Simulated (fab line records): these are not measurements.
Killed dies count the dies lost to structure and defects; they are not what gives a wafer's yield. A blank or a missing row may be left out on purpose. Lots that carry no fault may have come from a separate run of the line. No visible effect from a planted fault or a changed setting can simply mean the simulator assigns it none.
Which of the tools did it? -- flow nand-harc -- 7 lots, 21 wafers sampled, at 4 steps of a route of 1159

== WHAT EACH GAUGE READ, for each wafer ==
NHARC_A_BLC_OVL_MEAS_11.
lot,measured,on,overlay-x-nm (nm)
L169,day 17 14:44,overlay-01,0.5 0.1 1.1
L166,day 17 16:53,overlay-01,-0.4 0.4 0.0
L167,day 18 12:31,overlay-02,0.0 0.7 0.2
L175,day 19 12:10,overlay-02,-0.5 -0.3 -0.3
L177,day 20 16:09,overlay-02,-0.2 -0.9 -0.7
L178,day 21 01:25,overlay-01,-0.6 -0.3 -0.6
L189,day 22 20:12,overlay-01,0.8 1.1 0.8

== EACH LOT AND THE TOOL THAT RAN IT (in order: tool; ch and the chambers of the sampled wafers; start) ==
lot,NHARC_A_CONTACT_ETCH_136,NHARC_A_CONTACT_CMP_20,NHARC_A_BLC_SOFTBAKE_05
L169,"har-cap-etch-03 ch 0,1, day 17 09:54","cmp-02 ch 1,2,3, day 17 13:44","litho-track-01 ch 0, day 17 14:00"
L166,"har-cap-etch-03 ch 0,1, day 17 12:50","cmp-02 ch 0,2,3, day 17 15:53","litho-track-04 ch 0, day 17 16:00"
L167,"har-cap-etch-01 ch 0,1, day 18 01:32","cmp-01 ch 1,2,3, day 18 11:32","litho-track-04 ch 0, day 18 11:00"
L175,"har-cap-etch-03 ch 0,1, day 19 06:20","cmp-03 ch 0,1, day 19 11:11","litho-track-04 ch 0, day 19 11:00"
L177,"har-cap-etch-03 ch 0,1, day 20 09:14","cmp-01 ch 0,1,2, day 20 15:13","litho-track-04 ch 0, day 20 15:00"
L178,"har-cap-etch-01 ch 0,1, day 20 18:28","cmp-03 ch 0,1,3, day 21 00:25","litho-track-06 ch 0, day 21 00:00"
L189,"har-cap-etch-03 ch 0,1, day 22 12:52","cmp-03 ch 0,1, day 22 19:21","litho-track-01 ch 0, day 22 19:00"
- NHARC_A_CONTACT_ETCH_136: etches the open film in C4F8/O2/Ar, time 132 s, target depth 1287 nm.
- NHARC_A_CONTACT_CMP_20: polishes, t overpolish 30 s, target thk 300 nm.
- NHARC_A_BLC_SOFTBAKE_05: time 55 s.

== THE ANSWER, worked out from the rows above alone ==
Rule: usual is defined by the lots themselves. The widest of any qualifying gaps counts: lots, ordered by their means at a reading, are off when they make up no more than a third of the lots, leave a main group of 4 or more, and stand apart from it by 3 or more times the standard deviation of that group's means. If all means in a main group match to the digits the tables above print for the reading, that group is not used. A lot without any number at a reading at which 4 lots or more have one is off too. Where the step has rows for the other lots, those lots are counted as sound.
Across all readings shown, no lot is off: no conclusion can be drawn from this.

== WHAT THE SIMULATOR PUT IN ==
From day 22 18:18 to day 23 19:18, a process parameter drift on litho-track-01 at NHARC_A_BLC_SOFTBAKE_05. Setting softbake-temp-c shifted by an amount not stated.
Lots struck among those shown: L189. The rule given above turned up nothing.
